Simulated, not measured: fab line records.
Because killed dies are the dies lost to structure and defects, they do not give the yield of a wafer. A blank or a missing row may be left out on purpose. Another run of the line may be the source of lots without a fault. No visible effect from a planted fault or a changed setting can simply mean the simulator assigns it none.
Code-filled problem report in 8D (eight disciplines) form | flow nand harc | the parts of the form that need people (team, actions taken, sign-off) are left out

## 1. WHAT WENT WRONG
At NHARC_P_STI_OCD_MEAS_17, trench depth nm averages 422 nm over 3 wafers from 2 lots, while fault-free wafers read 302 nm, standard deviation 5.2. Measured from the usual mean, that is +23 standard deviations.
Seen first at day 6 16:40 on ocd-02, wafer L327.4. The record holds 33 wafers of 11 lots with a number at this step. Rule for "out", or "out of limits": more than 4 standard deviations from the usual mean. All remaining wafers that have a number are taken as sound.

## 2. WHAT IT IS, WHAT IT ISN'T
question                    | is                                 | is not
which readings at this step | trench depth nm, trench foot cd nm | -
which lots                  | L327, L330                         | L319, L320, L331, L334, L336, L338, L339, L340, L341
which wafers of those lots  | L327.4, L330.1, L330.2             | L327.3, L327.5, L330.5
read on which gauges        | ocd-02                             | ocd-01
when                        | from day 6 16:40                   | up to then (8 sound wafers); but 22 sound wafers of L330, L331, L334, L336, L338, L339, L340, L341 came after

## 3. SUSPECTS, AND WHAT RULES EACH OUT
Counting: a tool at a process step up to the reading stays a suspect if it ran every lot that is out. Sound lots after the first of them don't rule it out here, since some wafers of a struck lot are sound.
- the gauge at NHARC_P_STI_OCD_MEAS_17: ruled out. All the wafers that are out were read on ocd-02, but those of them that NHARC_P_STI_ETCH_15 has rows for are out there too, on other tools.
- rie si-04 at NHARC_P_STI_ETCH_15 (etches the open film in HBr/Cl2, target depth 300 nm, time 100.1 s): kept. Every lot that is out went through it, the first being L327 (day 6 16:26); the last sound lot it ran before that was L319 (day 3 07:22). Out on those wafers are its own readings of oes product au.
The count leaves rie si-04 at NHARC_P_STI_ETCH_15.

## 4. THE CAUSE (what the simulator had put in)
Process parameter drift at NHARC_P_STI_ETCH_15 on rie si-04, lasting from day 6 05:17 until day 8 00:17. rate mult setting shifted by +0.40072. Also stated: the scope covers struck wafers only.
Counting left only this tool.

## 5. THE CHAIN OF EFFECTS, in route order
Rows list readings where the struck wafers' mean (over those with a number) sits beyond 3 standard deviations from the usual. Readings are gone through only where the record gives a usual standard deviation; hours: the median, over the lots, of the time from a lot's start at the first step in this table giving one to that lot's start at this step; sigmas: the change measured in usual standard deviations.
hours | step                    | reading           | usual      | on struck wafers | change | sigmas
0     | NHARC_P_STI_ETCH_15     | oes product au    | 1.002 a.u. | 1.250            | +0.248 | +21
0     | NHARC_P_STI_OCD_MEAS_17 | trench depth nm   | 302 nm     | 422              | +120   | +23
0     | NHARC_P_STI_OCD_MEAS_17 | trench foot cd nm | 156.9 nm   | 139.3            | -17.6  | -7.0
Process steps it contains:
- NHARC_P_STI_ETCH_15: etches the open film in HBr/Cl2, target depth 300 nm, time 100.1 s.

## 6. WHAT WOULD HAVE CAUGHT IT SOONER
Counted from the fault's start at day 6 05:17, it took 11 hours until the first out-of-limits reading at a measuring or inspecting step in this record, taken at day 6 16:40.
Tool's own readings at NHARC_P_STI_ETCH_15, oes product au: out on all struck wafers the step has rows for; an alarm limit on them would have tripped on the first.
Among the 2 lots that are out, L330 began NHARC_P_STI_ETCH_15 on rie si-04 after day 6 16:40. A hold on the tool at that time would have spared it.
